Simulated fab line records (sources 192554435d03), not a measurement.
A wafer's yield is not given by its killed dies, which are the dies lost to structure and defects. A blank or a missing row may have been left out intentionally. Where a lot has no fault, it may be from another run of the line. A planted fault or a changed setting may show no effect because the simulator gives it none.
A single fault, viewed from 2 desks | flow n5Finfet | numbers are kept per desk, each desk with only its own; the story behind them comes last

== THE TOOL OWNER'S DESK: rieMetal-02 ==
The tool's own readings at N5_GATE_CUT_VAPOR_ETCH_48 (etches TiN in BCl3/Cl2): means of the sampled wafers that have a number, for each lot that ran on this tool. If a lot's mean is further than 4 standard deviations from the usual mean, the lot is out of limits and carries the mark OUT (the distance appears in the brackets).
Columns: A = drypumpMotorCurrentA at N5_GATE_CUT_VAPOR_ETCH_48, usual 5.9 A; B = oesProductAu at N5_GATE_CUT_VAPOR_ETCH_48, usual 0.74 a.u.
lot  | first seen here | A   | B
L363 | day 4 18:02     | 6.2 | 0.68
L368 | day 5 19:49     | 6.2 | 0.67
L370 | day 6 08:26     | 6.1 | 0.67
L372 | day 6 18:57     | 6.0 | 0.66
L374 | day 7 05:56     | 6.1 | 0.67
Result from this desk: across the 5 lots, nothing is out of limits.

== METROLOGY DESK ==
Lot by lot, what the gauges showed, no matter which tool ran the lot: averages of those sampled wafers that carry a number. If a lot's mean is further than 4 standard deviations from the usual mean, the lot is out of limits and carries the mark OUT (the distance appears in the brackets).
Columns: A = cdNm at N5_MIM_BOT_LITHO_CD_MEAS_08, usual 3000.0 nm
lot  | first seen here | A
L363 | day 11 23:00    | 3001.4
L364 | day 12 11:37    | 3000.1
L366 | day 12 11:55    | 3002.2
L368 | day 12 13:37    | 2999.1
L369 | day 13 07:19    | 3000.6
L370 | day 13 17:49    | 2999.3
L372 | day 14 02:31    | 2999.5
L374 | day 14 13:40    | 2999.9
L382 | day 16 10:52    | 2999.2
L385 | day 17 17:17    | 3000.2
L386 | day 17 22:47    | 2998.8
Result from this desk: across the 11 lots, nothing is out of limits.

== BROUGHT TOGETHER ==
The tool owner's desk saw nothing out of limits.
Nothing out of limits was seen by the metrology desk.

== WHAT HAD BEEN PUT IN BY THE SIMULATOR ==
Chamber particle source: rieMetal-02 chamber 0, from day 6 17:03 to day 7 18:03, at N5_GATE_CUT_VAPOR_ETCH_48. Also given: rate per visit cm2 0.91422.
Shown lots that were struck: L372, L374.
